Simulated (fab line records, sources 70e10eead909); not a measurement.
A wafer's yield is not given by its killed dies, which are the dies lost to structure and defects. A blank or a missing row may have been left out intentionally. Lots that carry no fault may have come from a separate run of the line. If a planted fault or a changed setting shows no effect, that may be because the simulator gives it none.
Matching of chambers ; flow nand_harc ; cmp-03 running NHARC_A_STAIRCASE_CMP_152: 4 sister chambers
The step polishes. 8 wafers are shown with their chamber, then 12 later ones without.

== WAFERS, EACH WITH ITS CHAMBER ==
wafer;chamber;motor_current_A (A)
L081.6;2;14.1
L088.6;2;14.1
L086.1;1;15.0
L086.2;3;12.1
L086.5;0;11.3
L090.1;0;11.9
L090.3;1;14.8
L090.6;3;12.5

== WAFERS WHOSE CHAMBER IS MISSING ==
wafer;motor_current_A (A)
L091.4;14.3
L091.5;13.7
L091.6;11.9
L093.2;15.4
L093.3;13.4
L093.4;11.2
L092.3;14.0
L092.4;11.8
L092.6;12.1
L095.1;14.5
L095.3;14.2
L095.6;11.3

== CHAMBER TAKEN BY EACH ==
wafer;from the rows above;in truth
L091.4;can't be placed: 2 or 1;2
L091.5;2;2
L091.6;can't be placed: 0 or 3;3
L093.2;1;1
L093.3;can't be placed: 2 or 3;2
L093.4;0;0
L092.3;2;2
L092.4;can't be placed: 0 or 3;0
L092.6;can't be placed: 3 or 0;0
L095.1;can't be placed: 1 or 2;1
L095.3;2;2
L095.6;0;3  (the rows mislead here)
Correct placement for 5 of the 12. Unplaceable from these rows: 6, with the true chamber sitting among the candidates in 6. 1 placed wrongly.
How it was worked out, from the rows above alone: a wafer's distance from a chamber is the root of the sum, over the readings, of the square of ((its reading less the chamber's mean) divided by the reading's scatter). The wafer belongs to the nearest chamber; if the next one is less than 2 further off, it can't be placed. Each chamber's mean is taken over the wafers shown for it. The scatter: take each reading less its chamber's mean, square it, sum over the shown wafers, divide by the number of wafers less the number of chambers, and take the root.
